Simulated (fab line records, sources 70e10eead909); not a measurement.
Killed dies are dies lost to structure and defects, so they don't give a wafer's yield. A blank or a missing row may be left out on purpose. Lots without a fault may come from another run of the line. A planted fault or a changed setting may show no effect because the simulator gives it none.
fab line records | flow nand_harc | part 2 of 2: steps 34 to 45 of 45
record lots=5 wafers=15 last_day=33
route steps=1302 shown P_GATE@170
lots that met no fault: from a run of the same line without faults
start_h: hours from the record's first day to the start of the lot's first wafer shown | wait_h: hours since the lot's step before | " the same as in the row above | L1.1+2: a row that stands for several wafers | - no value, or no start given | * or withheld: withheld | < > ~ a bound
route shown NAME@n: a module of which the file shows steps, and the number in the route of the first | usual: mean/standard deviation of fault-free wafers | same: alike in all rows | chamber/n: place in a boat | sites: the reading at each site | _std_site: their standard deviation | _edge_site: outer sites' mean less inner sites' | radius_mm: how far each site lies from the wafer's centre | mask NAME#n: copy n | behind: the tool/chamber that last shaped the wafer | hold: why the lot was held/for how many hours/how that ended | device: the transistor (n, p or np) that didn't switch | end of line: the same wafers' tests at the end of the route | a step without rows: its recipe alone | killed: dies lost to structure and defects at the first sort, not the wafer's yield | map: a wafer's dies, x killed, . not, _ none there
set.NAME: the setting as run; set.NAME@STEP: as run at that earlier step | model.NAME: the simulator's own value behind a step, which no gauge read
lots at some steps of the route; a table a step, a row a wafer
services: from which hour (start_h, from the record's first day; less than 0 if before it) a tool's chamber was out of use, for how many hours, and why
## steps
# step NHARC_P_GATE_IMPLANT_94
# recipe energy_kev=60 dose_cm2=2e+15 tilt_deg=7
# usual dose_ions_cm2=1.9995e+15/2.2e+12
# columns lot.wafer tool chamber start_h wait_h dose_ions_cm2
L074.1 implanter-01 0 122.42 0.1 1.996e+15
L074.3 " 0 " " 2.0007e+15
L074.4 " 0 " " 2.0019e+15
L086.2 implanter-01 0 236.37 0.1 1.9992e+15
L086.4 " 0 " " 1.9999e+15
L086.5 " 0 " " 2.0012e+15
L089.1 implanter-01 0 256.37 0.1 1.9983e+15
L089.5 " 0 " " 2.0002e+15
L089.6 " 0 " " 2.0025e+15
L096.2 implanter-02 0 333.47 0.4 1.9975e+15
L096.4 " 0 " " 1.9987e+15
L096.6 " 0 " " 1.9969e+15
L097.1 implanter-01 0 341.54 0.1 1.9988e+15
L097.3 " 0 " " 1.9945e+15
L097.5 " 0 " " 1.9983e+15
# step NHARC_P_GATE_STRIP_113
# recipe power_w=1500 temp_c=110 time_s=740 chemistry=N2/H2
# usual drypump_motor_current_A=6.2/0.4 heater_power_w=86/6.7
# columns lot.wafer tool chamber start_h wait_h drypump_motor_current_A heater_power_w rf_hours_counter_h
L074.1 plasma_asher-01 0 122.77 0.3 6.4 86 25
L074.4 " 1 " " 6.2 76 -
L074.3 " 0 " " 6.4 87 -
L086.2 plasma_asher-01 1 236.57 0.2 6.2 77 14
L086.4 " 0 " " 6.4 88 -
L086.5 " 0 " " 6.4 91 -
L089.1 plasma_asher-01 1 257.17 0.8 6.3 78 20
L089.6 " 0 " " 6.4 88 -
L089.5 " 1 " " 6.3 79 -
L096.2 plasma_asher-02 0 333.67 0.2 6.6 86 14
L096.4 " 0 " " 6.6 87 -
L096.6 " 1 " " 5.4 97 -
L097.1 plasma_asher-02 0 341.87 0.3 6.6 85 15
L097.3 " 1 " " 5.4 97 -
L097.5 " 1 " " 5.3 98 -
# step NHARC_P_GATE_STRIP_95
# recipe power_w=1500 temp_c=250 chemistry=O2
# usual drypump_motor_current_A=6.2/0.4 heater_power_w=321/24
# columns lot.wafer tool chamber start_h wait_h drypump_motor_current_A heater_power_w rf_hours_counter_h
L074.1 plasma_asher-01 0 123.39 0.5 6.4 329 26
L074.4 " 1 " " 6.3 282 -
L074.3 " 0 " " 6.4 327 -
L086.2 plasma_asher-01 1 237.29 0.6 6.2 292 15
L086.4 " 0 " " 6.4 334 -
L086.5 " 0 " " 6.4 335 -
L089.1 plasma_asher-01 1 257.78 0.5 6.3 299 21
L089.6 " 0 " " 6.4 332 -
L089.5 " 1 " " 6.3 296 -
L096.2 plasma_asher-02 0 334.38 0.6 6.6 316 15
L096.4 " 0 " " 6.6 312 -
L096.6 " 1 " " 5.4 366 -
L097.1 plasma_asher-02 0 342.48 0.5 6.6 321 15
L097.3 " 1 " " 5.4 353 -
L097.5 " 1 " " 5.3 359 -
# step NHARC_P_GATE_STRIP_96
# recipe time_s=900 temp_c=130 chemistry=SPM
# columns lot.wafer tool chamber start_h wait_h
L074.4+1+3 wet_bench-04 7,3,4 123.59 0.2
L086.5+4+2 wet_bench-01 2,4,5 237.51 0.2
L089.1+6+5 wet_bench-04 1,3,4 257.99 0.2
L096.2+4+6 wet_bench-03 7,0,4 334.60 0.2
L097.1+3+5 wet_bench-03 7,1,2 342.69 0.2
# step NHARC_P_GATE_RTA_64
# recipe temp_c=1050 time_s=1
# usual lamp_power_pct=31.8/1.2 wafer_temp_C_max=1055.5/1.2
# columns lot.wafer tool chamber start_h wait_h lamp_power_pct wafer_temp_C_max
L074.1 rtp_anneal-01 0 123.94 - 32.8 1055.7
L074.3 " 0 " " 32.8 1054.4
L074.4 " 0 " " 32.8 1054.4
L086.2 rtp_anneal-02 0 237.89 - 30.3 1056.2
L086.4 " 0 " " 30.3 1056.9
L086.5 " 0 " " 30.3 1056.2
L089.1 rtp_anneal-01 0 258.33 - 32.8 1056.9
L089.5 " 0 " " 32.8 1054.9
L089.6 " 0 " " 32.8 1054.9
L096.2 rtp_anneal-01 0 334.98 - 32.8 1056.1
L096.4 " 0 " " 32.8 1054.6
L096.6 " 0 " " 32.8 1054.9
L097.1 rtp_anneal-02 0 343.03 - 30.3 1055.1
L097.3 " 0 " " 30.3 1056.0
L097.5 " 0 " " 30.3 1055.5
# step NHARC_P_GATE_ETCH_77
# recipe target_depth_a=60 chemistry=dHF material=SiO2
# columns lot.wafer tool chamber start_h wait_h
L074.3+4+1 wet_bench-04 2,3,5 124.14 0.1
L086.2+4+5 wet_bench-04 3,4,7 238.06 0.1
L089.6+5+1 wet_bench-01 3,5,6 258.53 0.0
L096.4+2+6 wet_bench-03 6,1,2 335.15 0.1
L097.3+1+5 wet_bench-04 0,4,5 343.23 0.1
# step NHARC_P_GATE_DEGAS_109
# recipe temp_c=300 time_s=60
# usual heater_power_w=503/37 susceptor_temp_C=300.01/0.19
# columns lot.wafer tool chamber start_h wait_h heater_power_w susceptor_temp_C
L074.4 pvd_sputter-01 - 124.25 0.1 506 299.68
L074.3 " - " " 510 300.02
L074.1 " - " " 496 299.95
L086.4 pvd_sputter-03 - 238.17 0.1 433 299.69
L086.2 " - " " 436 299.89
L086.5 " - " " 460 299.94
L089.1 pvd_sputter-02 - 258.63 0.1 540 299.80
L089.5 " - " " 542 299.80
L089.6 " - " " 533 300.03
L096.2 pvd_sputter-01 - 335.25 0.1 556 299.83
L096.4 " - " " 528 299.93
L096.6 " - " " 543 299.99
L097.1 pvd_sputter-02 - 343.35 0.1 478 299.93
L097.3 " - " " 498 300.26
L097.5 " - " " 486 299.87
# step NHARC_P_GATE_PRE_CLEAN_110
# recipe time_s=30 bias_v=200 gas=Ar
# columns lot.wafer tool chamber start_h wait_h
L074.3+1+4 pvd_sputter-01 - - -
L086.4+2+5 pvd_sputter-03 - - -
L089.1+5+6 pvd_sputter-02 - - -
L096.4+2+6 pvd_sputter-01 - - -
L097.1+3+5 pvd_sputter-02 - - -
# step NHARC_P_GATE_SPUTTER_78
# recipe target_thk_a=100 material=Ni
# columns lot.wafer tool chamber start_h wait_h
L074.4+3+1 pvd_sputter-01 - - -
L086.4+2+5 pvd_sputter-03 - - -
L089.1+5+6 pvd_sputter-02 - - -
L096.2+4+6 pvd_sputter-01 - - -
L097.3+1+5 pvd_sputter-02 - - -
# step NHARC_P_GATE_SPUTTER_79
# recipe target_thk_a=100 material=TiN
# columns lot.wafer tool chamber start_h wait_h
L074.1+4+3 pvd_sputter-01 - - -
L086.4+2+5 pvd_sputter-03 - - -
L089.1+6+5 pvd_sputter-02 - - -
L096.2+4+6 pvd_sputter-01 - - -
L097.3+1+5 pvd_sputter-02 - - -
# step NHARC_P_GATE_RTA_80
# recipe temp_c=300 time_s=30
# usual wafer_temp_C_max=301.6/0.43
# columns lot.wafer tool chamber start_h wait_h wafer_temp_C_max
L074.1 rtp_anneal-02 0 124.54 - 302.4
L074.3 " 0 " " 302.3
L074.4 " 0 " " 302.2
L086.2 rtp_anneal-01 0 238.49 - 301.0
L086.4 " 0 " " 301.4
L086.5 " 0 " " 301.0
L089.1 rtp_anneal-01 0 258.93 - 301.0
L089.5 " 0 " " 301.5
L089.6 " 0 " " 301.5
L096.2 rtp_anneal-02 0 335.58 - 301.6
L096.4 " 0 " " 302.4
L096.6 " 0 " " 301.4
L097.1 rtp_anneal-02 0 343.65 - 302.3
L097.3 " 0 " " 301.9
L097.5 " 0 " " 301.3
# step NHARC_P_GATE_STRIP_67
# recipe time_s=600 temp_c=130 chemistry=SPM
# columns lot.wafer tool chamber start_h wait_h
L074.1+4+3 wet_bench-04 1,3,6 124.74 0.2
L086.5+2+4 wet_bench-01 5,7,1 238.67 0.1
L089.6+5+1 wet_bench-04 4,7,0 259.13 0.0
L096.6+2+4 wet_bench-01 4,6,7 335.76 0.0
L097.1+3+5 wet_bench-04 0,2,3 343.87 0.2
## services
# columns tool chamber start_h hours kind
litho_track-03 - 100.00 7.0 pm
wet_bench-01 - 101.60 8.0 pm
rie_diel-06 1 105.97 3.8 repair
pvd_sputter-02 - 107.98 10.0 pm
wet_bench-03 - 123.96 3.7 repair
rie_diel-06 - 130.20 9.0 pm
implanter-02 - 146.33 13.0 pm
pvd_sputter-01 - 162.41 0.5 repair
plasma_asher-01 - 165.72 9.0 pm
wet_bench-03 - 210.40 8.0 pm
implanter-02 - 212.87 3.2 repair
implanter-02 - 223.58 3.0 repair
litho_track-02 - 227.00 7.0 pm
wet_bench-04 - 227.20 8.0 pm
rie_diel-06 1 228.87 3.5 repair
plasma_asher-02 - 238.48 5.5 repair
pvd_sputter-01 - 239.15 10.0 pm
plasma_asher-02 - 249.00 9.0 pm
litho_track-07 - 251.00 7.0 pm
litho_track-03 - 275.00 7.0 pm
wet_bench-01 - 277.60 8.0 pm
pvd_sputter-02 - 285.98 10.0 pm
plasma_asher-02 - 336.10 3.1 repair
plasma_asher-01 - 342.83 9.0 pm
